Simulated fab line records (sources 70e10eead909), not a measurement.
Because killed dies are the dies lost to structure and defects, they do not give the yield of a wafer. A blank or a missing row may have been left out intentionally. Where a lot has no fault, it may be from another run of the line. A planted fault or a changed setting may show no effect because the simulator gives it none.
Matching of chambers / flow nandHarc / rieDiel-12 running NHARC_A_CHANNEL_FILL_D1_ETCHBACK_20: 4 sister chambers
The step etches the open film in C4F8/O2/Ar, target depth 27 nm, time 13.5 s. 24 wafers are shown with their chamber, then 12 later ones without.

WAFERS, EACH WITH ITS CHAMBER
wafer=L075.3; chamber=1; rfVppV (V)=974; oesProductAu (a.u.)=1.01
wafer=L075.5; chamber=2; rfVppV (V)=976; oesProductAu (a.u.)=1.02
wafer=L075.6; chamber=1; rfVppV (V)=974; oesProductAu (a.u.)=1.01
wafer=L074.3; chamber=3; rfVppV (V)=990; oesProductAu (a.u.)=0.99
wafer=L074.4; chamber=2; rfVppV (V)=975; oesProductAu (a.u.)=1.01
wafer=L074.6; chamber=2; rfVppV (V)=975; oesProductAu (a.u.)=1.01
wafer=L074.1; chamber=0; rfVppV (V)=982; oesProductAu (a.u.)=0.99
wafer=L074.2; chamber=1; rfVppV (V)=974; oesProductAu (a.u.)=1.02
wafer=L074.5; chamber=3; rfVppV (V)=988; oesProductAu (a.u.)=1.00
wafer=L079.2; chamber=3; rfVppV (V)=990; oesProductAu (a.u.)=1.00
wafer=L079.3; chamber=2; rfVppV (V)=976; oesProductAu (a.u.)=1.01
wafer=L079.4; chamber=1; rfVppV (V)=974; oesProductAu (a.u.)=1.01
wafer=L079.1; chamber=0; rfVppV (V)=983; oesProductAu (a.u.)=1.01
wafer=L079.5; chamber=2; rfVppV (V)=977; oesProductAu (a.u.)=1.02
wafer=L079.6; chamber=1; rfVppV (V)=975; oesProductAu (a.u.)=1.00
wafer=L084.1; chamber=3; rfVppV (V)=989; oesProductAu (a.u.)=0.99
wafer=L084.4; chamber=3; rfVppV (V)=989; oesProductAu (a.u.)=0.99
wafer=L084.5; chamber=0; rfVppV (V)=983; oesProductAu (a.u.)=0.99
wafer=L089.2; chamber=0; rfVppV (V)=981; oesProductAu (a.u.)=0.98
wafer=L089.3; chamber=1; rfVppV (V)=974; oesProductAu (a.u.)=1.01
wafer=L089.6; chamber=1; rfVppV (V)=975; oesProductAu (a.u.)=1.01
wafer=L086.1; chamber=0; rfVppV (V)=983; oesProductAu (a.u.)=0.93
wafer=L086.3; chamber=3; rfVppV (V)=988; oesProductAu (a.u.)=0.93
wafer=L086.5; chamber=3; rfVppV (V)=988; oesProductAu (a.u.)=0.93

SIGNATURES, as means of the wafers listed above
reading=rfVppV; chamber 0=982.40; chamber 1=974.29; chamber 2=975.80; chamber 3=988.86; scatter within a chamber=0.784
reading=oesProductAu; chamber 0=0.9800; chamber 1=1.0100; chamber 2=1.0140; chamber 3=0.9757; scatter within a chamber=0.0222
Rule: for a wafer and a chamber, the distance is found by dividing, reading by reading, the gap between the wafer's reading and the chamber's mean by the reading's scatter, squaring, summing and taking the root. The wafer belongs to the nearest chamber; if the next one is less than 2 further off, it can't be placed. The scatter: the root of (the sum of the squares of (reading less its chamber's mean) over the shown wafers, divided by (wafers less chambers)).

WAFERS WHOSE CHAMBER IS MISSING
wafer=L088.1; rfVppV (V)=988; oesProductAu (a.u.)=1.00
wafer=L088.3; rfVppV (V)=975; oesProductAu (a.u.)=1.00
wafer=L088.5; rfVppV (V)=987; oesProductAu (a.u.)=1.00
wafer=L092.4; rfVppV (V)=988; oesProductAu (a.u.)=0.93
wafer=L092.5; rfVppV (V)=982; oesProductAu (a.u.)=0.90
wafer=L092.6; rfVppV (V)=975; oesProductAu (a.u.)=0.91
wafer=L096.2; rfVppV (V)=983; oesProductAu (a.u.)=0.91
wafer=L096.3; rfVppV (V)=976; oesProductAu (a.u.)=0.93
wafer=L096.4; rfVppV (V)=984; oesProductAu (a.u.)=0.91
wafer=L097.2; rfVppV (V)=974; oesProductAu (a.u.)=0.93
wafer=L097.3; rfVppV (V)=981; oesProductAu (a.u.)=0.92
wafer=L097.6; rfVppV (V)=983; oesProductAu (a.u.)=0.91

WHICH CHAMBER EACH ONE RAN IN
wafer=L088.1; from the rows above=3; in truth=3
wafer=L088.3; from the rows above=can't be placed: 1 or 2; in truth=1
wafer=L088.5; from the rows above=3; in truth=3
wafer=L092.4; from the rows above=3; in truth=3
wafer=L092.5; from the rows above=0; in truth=0
wafer=L092.6; from the rows above=can't be placed: 1 or 2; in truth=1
wafer=L096.2; from the rows above=0; in truth=0
wafer=L096.3; from the rows above=can't be placed: 2 or 1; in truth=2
wafer=L096.4; from the rows above=0; in truth=0
wafer=L097.2; from the rows above=can't be placed: 1 or 2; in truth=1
wafer=L097.3; from the rows above=0; in truth=0
wafer=L097.6; from the rows above=0; in truth=0
Correctly placed: 8 of 12. Cannot be placed on the basis of these rows: 4; the candidates contain the true chamber in 4. Number placed wrongly: 0.
